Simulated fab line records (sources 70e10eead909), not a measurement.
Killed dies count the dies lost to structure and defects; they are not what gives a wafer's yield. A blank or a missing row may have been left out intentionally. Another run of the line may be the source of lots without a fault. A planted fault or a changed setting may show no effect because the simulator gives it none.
The tool behind it: which one? || flow nand-harc || Sampling: 24 lots, 72 wafers, 4 of 1302 route steps

== WHAT EACH GAUGE READ, for each wafer ==
NHARC_A_SIN_REMOVE_INSPECT_04. Usual: 371 for raw-defect-count, sd 74.
{"lot": "L075", "measured": "day 20 18:11", "on": "defect-inspect-02", "raw-defect-count": "496 470 425", "flag": ""}
{"lot": "L074", "measured": "day 21 02:06", "on": "defect-inspect-01", "raw-defect-count": "295 291 293", "flag": ""}
{"lot": "L076", "measured": "day 21 05:53", "on": "defect-inspect-01", "raw-defect-count": "475 422 527", "flag": ""}
{"lot": "L077", "measured": "day 21 05:54", "on": "defect-inspect-02", "raw-defect-count": "265 333 342", "flag": ""}
{"lot": "L078", "measured": "day 22 01:31", "on": "defect-inspect-02", "raw-defect-count": "360 420 469", "flag": ""}
{"lot": "L079", "measured": "day 23 00:03", "on": "defect-inspect-02", "raw-defect-count": "304 330 355", "flag": ""}
{"lot": "L080", "measured": "day 23 03:52", "on": "defect-inspect-02", "raw-defect-count": "229 264 291", "flag": ""}
{"lot": "L081", "measured": "day 23 13:16", "on": "defect-inspect-02", "raw-defect-count": "346 292 350", "flag": ""}
{"lot": "L083", "measured": "day 24 06:13", "on": "defect-inspect-02", "raw-defect-count": "406 453 489", "flag": ""}
{"lot": "L082", "measured": "day 24 09:57", "on": "defect-inspect-01", "raw-defect-count": "439 515 391", "flag": ""}
{"lot": "L085", "measured": "day 24 20:29", "on": "defect-inspect-01", "raw-defect-count": "296 244 409", "flag": ""}
{"lot": "L084", "measured": "day 24 23:57", "on": "defect-inspect-02", "raw-defect-count": "414 333 368", "flag": ""}
{"lot": "L086", "measured": "day 25 12:05", "on": "defect-inspect-02", "raw-defect-count": "322 469 315", "flag": ""}
{"lot": "L087", "measured": "day 25 08:10", "on": "defect-inspect-02", "raw-defect-count": "408 366 561", "flag": ""}
{"lot": "L089", "measured": "day 26 09:50", "on": "defect-inspect-02", "raw-defect-count": "439 396 390", "flag": ""}
{"lot": "L088", "measured": "day 26 07:47", "on": "defect-inspect-01", "raw-defect-count": "407 345 304", "flag": ""}
{"lot": "L091", "measured": "day 27 14:46", "on": "defect-inspect-02", "raw-defect-count": "332 278 303", "flag": ""}
{"lot": "L090", "measured": "day 27 17:35", "on": "defect-inspect-01", "raw-defect-count": "324 392 381", "flag": ""}
{"lot": "L092", "measured": "day 28 09:14", "on": "defect-inspect-01", "raw-defect-count": "337 326 252", "flag": ""}
{"lot": "L094", "measured": "day 28 11:08", "on": "defect-inspect-02", "raw-defect-count": "484 496 440", "flag": ""}
{"lot": "L093", "measured": "day 28 13:58", "on": "defect-inspect-02", "raw-defect-count": "338 313 310", "flag": ""}
{"lot": "L095", "measured": "day 29 14:02", "on": "defect-inspect-02", "raw-defect-count": "501 387 363", "flag": ""}
{"lot": "L096", "measured": "day 29 14:01", "on": "defect-inspect-01", "raw-defect-count": "377 347 361", "flag": ""}
{"lot": "L097", "measured": "day 29 22:30", "on": "defect-inspect-01", "raw-defect-count": "489 349 484", "flag": ""}

== EACH LOT AND THE TOOL THAT RAN IT (in order: tool; ch and the chambers of the sampled wafers; start) ==
{"lot": "L075", "NHARC_A_SGD_CUT_ETCHBACK_24": "rie-diel-07 ch 0,1,3, day 19 20:15", "NHARC_A_SLIT_DEP_23": "pecvd-02 ch 1,2, day 20 04:27", "NHARC_A_SLIT_DESCUM_14": "rie-diel-04 ch 1,2,3, day 20 05:24"}
{"lot": "L074", "NHARC_A_SGD_CUT_ETCHBACK_24": "rie-diel-07 ch 0,3, day 20 01:35", "NHARC_A_SLIT_DEP_23": "pecvd-02 ch 0,1,2, day 20 08:12", "NHARC_A_SLIT_DESCUM_14": "rie-diel-12 ch 0,3, day 20 09:02"}
{"lot": "L076", "NHARC_A_SGD_CUT_ETCHBACK_24": "rie-diel-07 ch 0,1,2, day 20 07:15", "NHARC_A_SLIT_DEP_23": "pecvd-01 ch 0,1,2, day 20 13:50", "NHARC_A_SLIT_DESCUM_14": "rie-diel-12 ch 0,1,2, day 20 14:35"}
{"lot": "L077", "NHARC_A_SGD_CUT_ETCHBACK_24": "rie-diel-05 ch 0,1, day 20 07:18", "NHARC_A_SLIT_DEP_23": "pecvd-02 ch 0,1,2, day 20 16:39", "NHARC_A_SLIT_DESCUM_14": "rie-diel-12 ch 0,2,3, day 20 17:32"}
{"lot": "L078", "NHARC_A_SGD_CUT_ETCHBACK_24": "rie-diel-01 ch 0,1,3, day 21 04:40", "NHARC_A_SLIT_DEP_23": "pecvd-02 ch 0,1,2, day 21 11:49", "NHARC_A_SLIT_DESCUM_14": "rie-diel-11 ch 1,2,3, day 21 12:31"}
{"lot": "L079", "NHARC_A_SGD_CUT_ETCHBACK_24": "rie-diel-01 ch 0,1,2, day 22 05:49", "NHARC_A_SLIT_DEP_23": "pecvd-04 ch 0,2, day 22 10:14", "NHARC_A_SLIT_DESCUM_14": "rie-diel-12 ch 0,1,2, day 22 11:07"}
{"lot": "L080", "NHARC_A_SGD_CUT_ETCHBACK_24": "rie-diel-05 ch 0,1,3, day 22 05:58", "NHARC_A_SLIT_DEP_23": "pecvd-02 ch 0,1,2, day 22 10:59", "NHARC_A_SLIT_DESCUM_14": "rie-diel-04 ch 0,1,3, day 22 11:43"}
{"lot": "L081", "NHARC_A_SGD_CUT_ETCHBACK_24": "rie-diel-07 ch 0,2,3, day 22 19:13", "NHARC_A_SLIT_DEP_23": "pecvd-02 ch 0,1, day 22 23:36", "NHARC_A_SLIT_DESCUM_14": "rie-diel-12 ch 0,3, day 23 00:20"}
{"lot": "L083", "NHARC_A_SGD_CUT_ETCHBACK_24": "rie-diel-01 ch 0,2,3, day 23 12:04", "NHARC_A_SLIT_DEP_23": "pecvd-04 ch 0,1,2, day 23 16:28", "NHARC_A_SLIT_DESCUM_14": "rie-diel-04 ch 0,1,3, day 23 17:21"}
{"lot": "L082", "NHARC_A_SGD_CUT_ETCHBACK_24": "rie-diel-05 ch 0,1,3, day 23 12:04", "NHARC_A_SLIT_DEP_23": "pecvd-01 ch 1,2, day 23 16:33", "NHARC_A_SLIT_DESCUM_14": "rie-diel-12 ch 1,2,3, day 23 17:31"}
{"lot": "L085", "NHARC_A_SGD_CUT_ETCHBACK_24": "rie-diel-05 ch 0,1,3, day 24 02:19", "NHARC_A_SLIT_DEP_23": "pecvd-02 ch 1,2, day 24 06:45", "NHARC_A_SLIT_DESCUM_14": "rie-diel-12 ch 0,1,3, day 24 07:37"}
{"lot": "L084", "NHARC_A_SGD_CUT_ETCHBACK_24": "rie-diel-01 ch 0,2,3, day 24 02:21", "NHARC_A_SLIT_DEP_23": "pecvd-04 ch 0,2, day 24 06:51", "NHARC_A_SLIT_DESCUM_14": "rie-diel-11 ch 1,3, day 24 07:46"}
{"lot": "L086", "NHARC_A_SGD_CUT_ETCHBACK_24": "rie-diel-05 ch 0,2, day 24 07:19", "NHARC_A_SLIT_DEP_23": "pecvd-01 ch 0,1, day 24 21:42", "NHARC_A_SLIT_DESCUM_14": "rie-diel-11 ch 1,2,3, day 24 22:34"}
{"lot": "L087", "NHARC_A_SGD_CUT_ETCHBACK_24": "rie-diel-07 ch 0,1,2, day 24 07:20", "NHARC_A_SLIT_DEP_23": "pecvd-02 ch 0,1, day 24 18:28", "NHARC_A_SLIT_DESCUM_14": "rie-diel-11 ch 0,1,3, day 24 19:17"}
{"lot": "L089", "NHARC_A_SGD_CUT_ETCHBACK_24": "rie-diel-01 ch 0,3, day 25 11:40", "NHARC_A_SLIT_DEP_23": "pecvd-04 ch 0,2, day 25 18:43", "NHARC_A_SLIT_DESCUM_14": "rie-diel-12 ch 0,3, day 25 19:32"}
{"lot": "L088", "NHARC_A_SGD_CUT_ETCHBACK_24": "rie-diel-07 ch 0,1,2, day 25 11:41", "NHARC_A_SLIT_DEP_23": "pecvd-01 ch 0,1,2, day 25 17:53", "NHARC_A_SLIT_DESCUM_14": "rie-diel-04 ch 1,3, day 25 18:45"}
{"lot": "L091", "NHARC_A_SGD_CUT_ETCHBACK_24": "rie-diel-01 ch 0,1,2, day 26 20:01", "NHARC_A_SLIT_DEP_23": "pecvd-04 ch 0,1, day 27 00:34", "NHARC_A_SLIT_DESCUM_14": "rie-diel-04 ch 0,3, day 27 01:25"}
{"lot": "L090", "NHARC_A_SGD_CUT_ETCHBACK_24": "rie-diel-05 ch 1,3, day 26 20:02", "NHARC_A_SLIT_DEP_23": "pecvd-02 ch 0,2, day 27 01:07", "NHARC_A_SLIT_DESCUM_14": "rie-diel-11 ch 0,2,3, day 27 01:59"}
{"lot": "L092", "NHARC_A_SGD_CUT_ETCHBACK_24": "rie-diel-01 ch 0,2,3, day 27 14:46", "NHARC_A_SLIT_DEP_23": "pecvd-01 ch 1,2, day 27 19:23", "NHARC_A_SLIT_DESCUM_14": "rie-diel-04 ch 1,2,3, day 27 20:16"}
{"lot": "L094", "NHARC_A_SGD_CUT_ETCHBACK_24": "rie-diel-05 ch 0,1,2, day 27 14:48", "NHARC_A_SLIT_DEP_23": "pecvd-04 ch 0,2, day 27 21:26", "NHARC_A_SLIT_DESCUM_14": "rie-diel-11 ch 0,1, day 27 22:17"}
{"lot": "L093", "NHARC_A_SGD_CUT_ETCHBACK_24": "rie-diel-07 ch 2,3, day 27 14:52", "NHARC_A_SLIT_DEP_23": "pecvd-02 ch 0,1, day 27 22:26", "NHARC_A_SLIT_DESCUM_14": "rie-diel-12 ch 0,1,2, day 27 23:09"}
{"lot": "L095", "NHARC_A_SGD_CUT_ETCHBACK_24": "rie-diel-05 ch 0,2,3, day 28 15:17", "NHARC_A_SLIT_DEP_23": "pecvd-01 ch 1,2, day 29 01:10", "NHARC_A_SLIT_DESCUM_14": "rie-diel-04 ch 1,2,3, day 29 02:03"}
{"lot": "L096", "NHARC_A_SGD_CUT_ETCHBACK_24": "rie-diel-07 ch 0,1,3, day 28 15:19", "NHARC_A_SLIT_DEP_23": "pecvd-02 ch 0,2, day 28 23:47", "NHARC_A_SLIT_DESCUM_14": "rie-diel-12 ch 0,2, day 29 00:37"}
{"lot": "L097", "NHARC_A_SGD_CUT_ETCHBACK_24": "rie-diel-05 ch 0,3, day 28 22:38", "NHARC_A_SLIT_DEP_23": "pecvd-04 ch 0,1,2, day 29 08:53", "NHARC_A_SLIT_DESCUM_14": "rie-diel-12 ch 1,2,3, day 29 09:37"}
- NHARC_A_SGD_CUT_ETCHBACK_24: etches the open film in CH3F/O2, target depth 50 nm, time 92.857 s.
- NHARC_A_SLIT_DEP_23: deposits SiON, target thk 100 nm.
- NHARC_A_SLIT_DESCUM_14: chemistry O2, time 3 s.

== AS READ BY THE TOOLS THEMSELVES (means over the sampled wafers that have a number; for cases with no such wafer, the mark the record gives instead) ==
NHARC_A_SGD_CUT_ETCHBACK_24. Usual: drypump-motor-current-A 5.6 A, standard deviation 0.42; o2-flow-sccm 30.01 sccm, standard deviation 0.096; oes-product-au 0.96 a.u., standard deviation 0.037; rf-vpp-V 244.1 V, standard deviation 1.6; showerhead-plenum-p-Torr 2.43 Torr, standard deviation 0.1; throttle-valve-pct 20.662 %, standard deviation 0.0096.
{"lot": "L075", "tool": "rie-diel-07", "drypump-motor-current-A (A)": 5.9, "o2-flow-sccm (sccm)": 30.10, "oes-product-au (a.u.)": 0.93, "rf-vpp-V (V)": 243.7, "showerhead-plenum-p-Torr (Torr)": 2.43, "throttle-valve-pct (%)": 20.665, "flag": ""}
{"lot": "L074", "tool": "rie-diel-07", "drypump-motor-current-A (A)": 5.7, "o2-flow-sccm (sccm)": 30.07, "oes-product-au (a.u.)": 1.01, "rf-vpp-V (V)": 243.2, "showerhead-plenum-p-Torr (Torr)": 2.34, "throttle-valve-pct (%)": 20.660, "flag": ""}
{"lot": "L076", "tool": "rie-diel-07", "drypump-motor-current-A (A)": 6.0, "o2-flow-sccm (sccm)": 30.03, "oes-product-au (a.u.)": 1.00, "rf-vpp-V (V)": 245.2, "showerhead-plenum-p-Torr (Torr)": 2.46, "throttle-valve-pct (%)": 20.662, "flag": ""}
{"lot": "L077", "tool": "rie-diel-05", "drypump-motor-current-A (A)": 5.7, "o2-flow-sccm (sccm)": 30.05, "oes-product-au (a.u.)": 1.00, "rf-vpp-V (V)": 243.7, "showerhead-plenum-p-Torr (Torr)": 2.39, "throttle-valve-pct (%)": 20.662, "flag": ""}
{"lot": "L078", "tool": "rie-diel-01", "drypump-motor-current-A (A)": 5.3, "o2-flow-sccm (sccm)": 29.97, "oes-product-au (a.u.)": 0.92, "rf-vpp-V (V)": 243.8, "showerhead-plenum-p-Torr (Torr)": 2.43, "throttle-valve-pct (%)": 20.658, "flag": ""}
{"lot": "L079", "tool": "rie-diel-01", "drypump-motor-current-A (A)": 5.6, "o2-flow-sccm (sccm)": 29.99, "oes-product-au (a.u.)": 0.99, "rf-vpp-V (V)": 244.8, "showerhead-plenum-p-Torr (Torr)": 2.50, "throttle-valve-pct (%)": 20.671, "flag": ""}
{"lot": "L080", "tool": "rie-diel-05", "drypump-motor-current-A (A)": 5.5, "o2-flow-sccm (sccm)": 30.14, "oes-product-au (a.u.)": 0.91, "rf-vpp-V (V)": 243.6, "showerhead-plenum-p-Torr (Torr)": 2.44, "throttle-valve-pct (%)": 20.660, "flag": ""}
{"lot": "L081", "tool": "rie-diel-07", "drypump-motor-current-A (A)": 6.0, "o2-flow-sccm (sccm)": 30.08, "oes-product-au (a.u.)": 0.93, "rf-vpp-V (V)": 243.0, "showerhead-plenum-p-Torr (Torr)": 2.38, "throttle-valve-pct (%)": 20.663, "flag": ""}
{"lot": "L083", "tool": "rie-diel-01", "drypump-motor-current-A (A)": 5.5, "o2-flow-sccm (sccm)": 29.97, "oes-product-au (a.u.)": 0.97, "rf-vpp-V (V)": 245.8, "showerhead-plenum-p-Torr (Torr)": 2.45, "throttle-valve-pct (%)": 20.664, "flag": ""}
{"lot": "L082", "tool": "rie-diel-05", "drypump-motor-current-A (A)": 5.5, "o2-flow-sccm (sccm)": 29.94, "oes-product-au (a.u.)": 0.91, "rf-vpp-V (V)": 243.3, "showerhead-plenum-p-Torr (Torr)": 2.43, "throttle-valve-pct (%)": 20.667, "flag": ""}
{"lot": "L085", "tool": "rie-diel-05", "drypump-motor-current-A (A)": 5.5, "o2-flow-sccm (sccm)": 29.97, "oes-product-au (a.u.)": 1.00, "rf-vpp-V (V)": 243.2, "showerhead-plenum-p-Torr (Torr)": 2.43, "throttle-valve-pct (%)": 20.661, "flag": ""}
{"lot": "L084", "tool": "rie-diel-01", "drypump-motor-current-A (A)": 5.5, "o2-flow-sccm (sccm)": 29.95, "oes-product-au (a.u.)": 1.00, "rf-vpp-V (V)": 243.9, "showerhead-plenum-p-Torr (Torr)": 2.45, "throttle-valve-pct (%)": 20.656, "flag": ""}
{"lot": "L086", "tool": "rie-diel-05", "drypump-motor-current-A (A)": 5.6, "o2-flow-sccm (sccm)": 29.93, "oes-product-au (a.u.)": 0.95, "rf-vpp-V (V)": 244.2, "showerhead-plenum-p-Torr (Torr)": 2.43, "throttle-valve-pct (%)": 20.667, "flag": ""}
{"lot": "L087", "tool": "rie-diel-07", "drypump-motor-current-A (A)": 6.0, "o2-flow-sccm (sccm)": 29.95, "oes-product-au (a.u.)": 0.93, "rf-vpp-V (V)": 244.3, "showerhead-plenum-p-Torr (Torr)": 2.46, "throttle-valve-pct (%)": 20.666, "flag": ""}
{"lot": "L089", "tool": "rie-diel-01", "drypump-motor-current-A (A)": 5.1, "o2-flow-sccm (sccm)": 30.11, "oes-product-au (a.u.)": 0.92, "rf-vpp-V (V)": 244.6, "showerhead-plenum-p-Torr (Torr)": 2.45, "throttle-valve-pct (%)": 20.662, "flag": ""}
{"lot": "L088", "tool": "rie-diel-07", "drypump-motor-current-A (A)": 6.0, "o2-flow-sccm (sccm)": 30.01, "oes-product-au (a.u.)": 1.00, "rf-vpp-V (V)": 244.6, "showerhead-plenum-p-Torr (Torr)": 2.46, "throttle-valve-pct (%)": 20.664, "flag": ""}
{"lot": "L091", "tool": "rie-diel-01", "drypump-motor-current-A (A)": 5.6, "o2-flow-sccm (sccm)": 29.99, "oes-product-au (a.u.)": 0.93, "rf-vpp-V (V)": 244.9, "showerhead-plenum-p-Torr (Torr)": 2.50, "throttle-valve-pct (%)": 20.662, "flag": ""}
{"lot": "L090", "tool": "rie-diel-05", "drypump-motor-current-A (A)": 5.4, "o2-flow-sccm (sccm)": 30.07, "oes-product-au (a.u.)": 0.97, "rf-vpp-V (V)": 244.4, "showerhead-plenum-p-Torr (Torr)": 2.47, "throttle-valve-pct (%)": 20.669, "flag": ""}
{"lot": "L092", "tool": "rie-diel-01", "drypump-motor-current-A (A)": 5.5, "o2-flow-sccm (sccm)": 29.87, "oes-product-au (a.u.)": 0.99, "rf-vpp-V (V)": 244.1, "showerhead-plenum-p-Torr (Torr)": 2.44, "throttle-valve-pct (%)": 20.663, "flag": ""}
{"lot": "L094", "tool": "rie-diel-05", "drypump-motor-current-A (A)": 5.4, "o2-flow-sccm (sccm)": 30.08, "oes-product-au (a.u.)": 0.99, "rf-vpp-V (V)": 244.1, "showerhead-plenum-p-Torr (Torr)": 2.38, "throttle-valve-pct (%)": 20.664, "flag": ""}
{"lot": "L093", "tool": "rie-diel-07", "drypump-motor-current-A (A)": 6.2, "o2-flow-sccm (sccm)": 29.96, "oes-product-au (a.u.)": 0.99, "rf-vpp-V (V)": 244.1, "showerhead-plenum-p-Torr (Torr)": 2.42, "throttle-valve-pct (%)": 20.647, "flag": ""}
{"lot": "L095", "tool": "rie-diel-05", "drypump-motor-current-A (A)": 5.4, "o2-flow-sccm (sccm)": 30.02, "oes-product-au (a.u.)": 0.92, "rf-vpp-V (V)": 245.0, "showerhead-plenum-p-Torr (Torr)": 2.47, "throttle-valve-pct (%)": 20.662, "flag": ""}
{"lot": "L096", "tool": "rie-diel-07", "drypump-motor-current-A (A)": 5.9, "o2-flow-sccm (sccm)": 29.99, "oes-product-au (a.u.)": 1.01, "rf-vpp-V (V)": 244.1, "showerhead-plenum-p-Torr (Torr)": 2.43, "throttle-valve-pct (%)": 20.651, "flag": ""}
{"lot": "L097", "tool": "rie-diel-05", "drypump-motor-current-A (A)": 5.6, "o2-flow-sccm (sccm)": 30.07, "oes-product-au (a.u.)": 0.98, "rf-vpp-V (V)": 245.5, "showerhead-plenum-p-Torr (Torr)": 2.52, "throttle-valve-pct (%)": 20.665, "flag": ""}

NHARC_A_SLIT_DEP_23. Usual: 720 W for heater-power-w, sd 100.
{"lot": "L075", "tool": "pecvd-02", "heater-power-w (W)": 795, "flag": ""}
{"lot": "L074", "tool": "pecvd-02", "heater-power-w (W)": 722, "flag": ""}
{"lot": "L076", "tool": "pecvd-01", "heater-power-w (W)": 756, "flag": ""}
{"lot": "L077", "tool": "pecvd-02", "heater-power-w (W)": 742, "flag": ""}
{"lot": "L078", "tool": "pecvd-02", "heater-power-w (W)": 771, "flag": ""}
{"lot": "L079", "tool": "pecvd-04", "heater-power-w (W)": 718, "flag": ""}
{"lot": "L080", "tool": "pecvd-02", "heater-power-w (W)": 734, "flag": ""}
{"lot": "L081", "tool": "pecvd-02", "heater-power-w (W)": 736, "flag": ""}
{"lot": "L083", "tool": "pecvd-04", "heater-power-w (W)": 652, "flag": ""}
{"lot": "L082", "tool": "pecvd-01", "heater-power-w (W)": 790, "flag": ""}
{"lot": "L085", "tool": "pecvd-02", "heater-power-w (W)": 815, "flag": ""}
{"lot": "L084", "tool": "pecvd-04", "heater-power-w (W)": 652, "flag": ""}
{"lot": "L086", "tool": "pecvd-01", "heater-power-w (W)": 682, "flag": ""}
{"lot": "L087", "tool": "pecvd-02", "heater-power-w (W)": 714, "flag": ""}
{"lot": "L089", "tool": "pecvd-04", "heater-power-w (W)": 672, "flag": ""}
{"lot": "L088", "tool": "pecvd-01", "heater-power-w (W)": 774, "flag": ""}
{"lot": "L091", "tool": "pecvd-04", "heater-power-w (W)": 629, "flag": ""}
{"lot": "L090", "tool": "pecvd-02", "heater-power-w (W)": 767, "flag": ""}
{"lot": "L092", "tool": "pecvd-01", "heater-power-w (W)": 754, "flag": ""}
{"lot": "L094", "tool": "pecvd-04", "heater-power-w (W)": 719, "flag": ""}
{"lot": "L093", "tool": "pecvd-02", "heater-power-w (W)": 568, "flag": ""}
{"lot": "L095", "tool": "pecvd-01", "heater-power-w (W)": 770, "flag": ""}
{"lot": "L096", "tool": "pecvd-02", "heater-power-w (W)": 693, "flag": ""}
{"lot": "L097", "tool": "pecvd-04", "heater-power-w (W)": 649, "flag": ""}

NHARC_A_SLIT_DESCUM_14. Usual: drypump-motor-current-A 5.6 A, standard deviation 0.48; o2-flow-sccm 200.0 sccm, standard deviation 0.57; oes-product-au 0.998 a.u., standard deviation 0.0097; rf-vpp-V 57.7 V, standard deviation 0.85; showerhead-plenum-p-Torr 1.91 Torr, standard deviation 0.091; throttle-valve-pct 11.310 %, standard deviation 0.0093.
{"lot": "L075", "tool": "rie-diel-04", "drypump-motor-current-A (A)": 5.5, "o2-flow-sccm (sccm)": 199.9, "oes-product-au (a.u.)": 0.992, "rf-vpp-V (V)": 57.2, "showerhead-plenum-p-Torr (Torr)": 1.88, "throttle-valve-pct (%)": 11.310, "flag": ""}
{"lot": "L074", "tool": "rie-diel-12", "drypump-motor-current-A (A)": 5.9, "o2-flow-sccm (sccm)": 200.0, "oes-product-au (a.u.)": 0.994, "rf-vpp-V (V)": 58.6, "showerhead-plenum-p-Torr (Torr)": 1.93, "throttle-valve-pct (%)": 11.319, "flag": ""}
{"lot": "L076", "tool": "rie-diel-12", "drypump-motor-current-A (A)": 5.5, "o2-flow-sccm (sccm)": 200.2, "oes-product-au (a.u.)": 0.997, "rf-vpp-V (V)": 58.3, "showerhead-plenum-p-Torr (Torr)": 1.95, "throttle-valve-pct (%)": 11.308, "flag": ""}
{"lot": "L077", "tool": "rie-diel-12", "drypump-motor-current-A (A)": 5.5, "o2-flow-sccm (sccm)": 199.4, "oes-product-au (a.u.)": 0.995, "rf-vpp-V (V)": 57.1, "showerhead-plenum-p-Torr (Torr)": 1.96, "throttle-valve-pct (%)": 11.318, "flag": ""}
{"lot": "L078", "tool": "rie-diel-11", "drypump-motor-current-A (A)": 5.7, "o2-flow-sccm (sccm)": 199.6, "oes-product-au (a.u.)": 1.001, "rf-vpp-V (V)": 58.3, "showerhead-plenum-p-Torr (Torr)": 1.88, "throttle-valve-pct (%)": 11.306, "flag": ""}
{"lot": "L079", "tool": "rie-diel-12", "drypump-motor-current-A (A)": 5.5, "o2-flow-sccm (sccm)": 200.1, "oes-product-au (a.u.)": 0.998, "rf-vpp-V (V)": 58.1, "showerhead-plenum-p-Torr (Torr)": 1.95, "throttle-valve-pct (%)": 11.313, "flag": ""}
{"lot": "L080", "tool": "rie-diel-04", "drypump-motor-current-A (A)": 5.3, "o2-flow-sccm (sccm)": 199.3, "oes-product-au (a.u.)": 0.998, "rf-vpp-V (V)": 57.6, "showerhead-plenum-p-Torr (Torr)": 1.93, "throttle-valve-pct (%)": 11.304, "flag": ""}
{"lot": "L081", "tool": "rie-diel-12", "drypump-motor-current-A (A)": 5.8, "o2-flow-sccm (sccm)": 200.1, "oes-product-au (a.u.)": 0.992, "rf-vpp-V (V)": 57.7, "showerhead-plenum-p-Torr (Torr)": 1.98, "throttle-valve-pct (%)": 11.314, "flag": ""}
{"lot": "L083", "tool": "rie-diel-04", "drypump-motor-current-A (A)": 5.3, "o2-flow-sccm (sccm)": 200.0, "oes-product-au (a.u.)": 1.000, "rf-vpp-V (V)": 58.5, "showerhead-plenum-p-Torr (Torr)": 1.93, "throttle-valve-pct (%)": 11.307, "flag": ""}
{"lot": "L082", "tool": "rie-diel-12", "drypump-motor-current-A (A)": 5.6, "o2-flow-sccm (sccm)": 200.3, "oes-product-au (a.u.)": 0.998, "rf-vpp-V (V)": 57.8, "showerhead-plenum-p-Torr (Torr)": 1.89, "throttle-valve-pct (%)": 11.302, "flag": ""}
{"lot": "L085", "tool": "rie-diel-12", "drypump-motor-current-A (A)": 6.0, "o2-flow-sccm (sccm)": 199.5, "oes-product-au (a.u.)": 1.003, "rf-vpp-V (V)": 58.3, "showerhead-plenum-p-Torr (Torr)": 1.91, "throttle-valve-pct (%)": 11.307, "flag": ""}
{"lot": "L084", "tool": "rie-diel-11", "drypump-motor-current-A (A)": 5.6, "o2-flow-sccm (sccm)": 200.1, "oes-product-au (a.u.)": 1.003, "rf-vpp-V (V)": 57.1, "showerhead-plenum-p-Torr (Torr)": 1.84, "throttle-valve-pct (%)": 11.309, "flag": ""}
{"lot": "L086", "tool": "rie-diel-11", "drypump-motor-current-A (A)": 5.7, "o2-flow-sccm (sccm)": 199.7, "oes-product-au (a.u.)": 1.001, "rf-vpp-V (V)": 57.6, "showerhead-plenum-p-Torr (Torr)": 1.88, "throttle-valve-pct (%)": 11.317, "flag": ""}
{"lot": "L087", "tool": "rie-diel-11", "drypump-motor-current-A (A)": 5.3, "o2-flow-sccm (sccm)": 200.5, "oes-product-au (a.u.)": 1.005, "rf-vpp-V (V)": 57.8, "showerhead-plenum-p-Torr (Torr)": 1.88, "throttle-valve-pct (%)": 11.304, "flag": ""}
{"lot": "L089", "tool": "rie-diel-12", "drypump-motor-current-A (A)": 5.8, "o2-flow-sccm (sccm)": 200.0, "oes-product-au (a.u.)": 0.990, "rf-vpp-V (V)": 58.1, "showerhead-plenum-p-Torr (Torr)": 1.98, "throttle-valve-pct (%)": 11.313, "flag": ""}
{"lot": "L088", "tool": "rie-diel-04", "drypump-motor-current-A (A)": 5.4, "o2-flow-sccm (sccm)": 199.9, "oes-product-au (a.u.)": 0.987, "rf-vpp-V (V)": 57.4, "showerhead-plenum-p-Torr (Torr)": 1.88, "throttle-valve-pct (%)": 11.309, "flag": ""}
{"lot": "L091", "tool": "rie-diel-04", "drypump-motor-current-A (A)": 5.2, "o2-flow-sccm (sccm)": 199.9, "oes-product-au (a.u.)": 0.993, "rf-vpp-V (V)": 57.0, "showerhead-plenum-p-Torr (Torr)": 2.02, "throttle-valve-pct (%)": 11.318, "flag": ""}
{"lot": "L090", "tool": "rie-diel-11", "drypump-motor-current-A (A)": 5.5, "o2-flow-sccm (sccm)": 199.6, "oes-product-au (a.u.)": 1.004, "rf-vpp-V (V)": 57.8, "showerhead-plenum-p-Torr (Torr)": 1.93, "throttle-valve-pct (%)": 11.311, "flag": ""}
{"lot": "L092", "tool": "rie-diel-04", "drypump-motor-current-A (A)": 5.5, "o2-flow-sccm (sccm)": 200.3, "oes-product-au (a.u.)": 0.999, "rf-vpp-V (V)": 57.3, "showerhead-plenum-p-Torr (Torr)": 1.88, "throttle-valve-pct (%)": 11.315, "flag": ""}
{"lot": "L094", "tool": "rie-diel-11", "drypump-motor-current-A (A)": 5.1, "o2-flow-sccm (sccm)": 199.6, "oes-product-au (a.u.)": 1.006, "rf-vpp-V (V)": 57.4, "showerhead-plenum-p-Torr (Torr)": 1.87, "throttle-valve-pct (%)": 11.318, "flag": ""}
{"lot": "L093", "tool": "rie-diel-12", "drypump-motor-current-A (A)": 5.5, "o2-flow-sccm (sccm)": 200.3, "oes-product-au (a.u.)": 0.998, "rf-vpp-V (V)": 57.5, "showerhead-plenum-p-Torr (Torr)": 1.95, "throttle-valve-pct (%)": 11.301, "flag": ""}
{"lot": "L095", "tool": "rie-diel-04", "drypump-motor-current-A (A)": 5.5, "o2-flow-sccm (sccm)": 200.6, "oes-product-au (a.u.)": 0.998, "rf-vpp-V (V)": 57.3, "showerhead-plenum-p-Torr (Torr)": 1.88, "throttle-valve-pct (%)": 11.305, "flag": ""}
{"lot": "L096", "tool": "rie-diel-12", "drypump-motor-current-A (A)": 5.3, "o2-flow-sccm (sccm)": 200.2, "oes-product-au (a.u.)": 0.998, "rf-vpp-V (V)": 58.8, "showerhead-plenum-p-Torr (Torr)": 2.02, "throttle-valve-pct (%)": 11.313, "flag": ""}
{"lot": "L097", "tool": "rie-diel-12", "drypump-motor-current-A (A)": 5.6, "o2-flow-sccm (sccm)": 200.4, "oes-product-au (a.u.)": 1.000, "rf-vpp-V (V)": 58.5, "showerhead-plenum-p-Torr (Torr)": 1.89, "throttle-valve-pct (%)": 11.315, "flag": ""}

== THE ANSWER, worked out from the rows above alone ==
Rule: a lot counts as off when the mean over its wafers that have a number is more than 3 standard deviations away from the usual mean. Also off: a lot with no number at a reading for which 4 or more lots have one. Where the step has rows for the other lots, those lots are counted as sound. After the gauges, taken in route order, come the tools' own readings; for these a lot's mean is taken, as printed above. The first step at which some lot is off is used, and at that step the reading that is off furthest; a lot without a number counts as furthest.
None of the lots is off at any reading shown; this tells nothing.

== WHAT HAD BEEN PUT IN BY THE SIMULATOR ==
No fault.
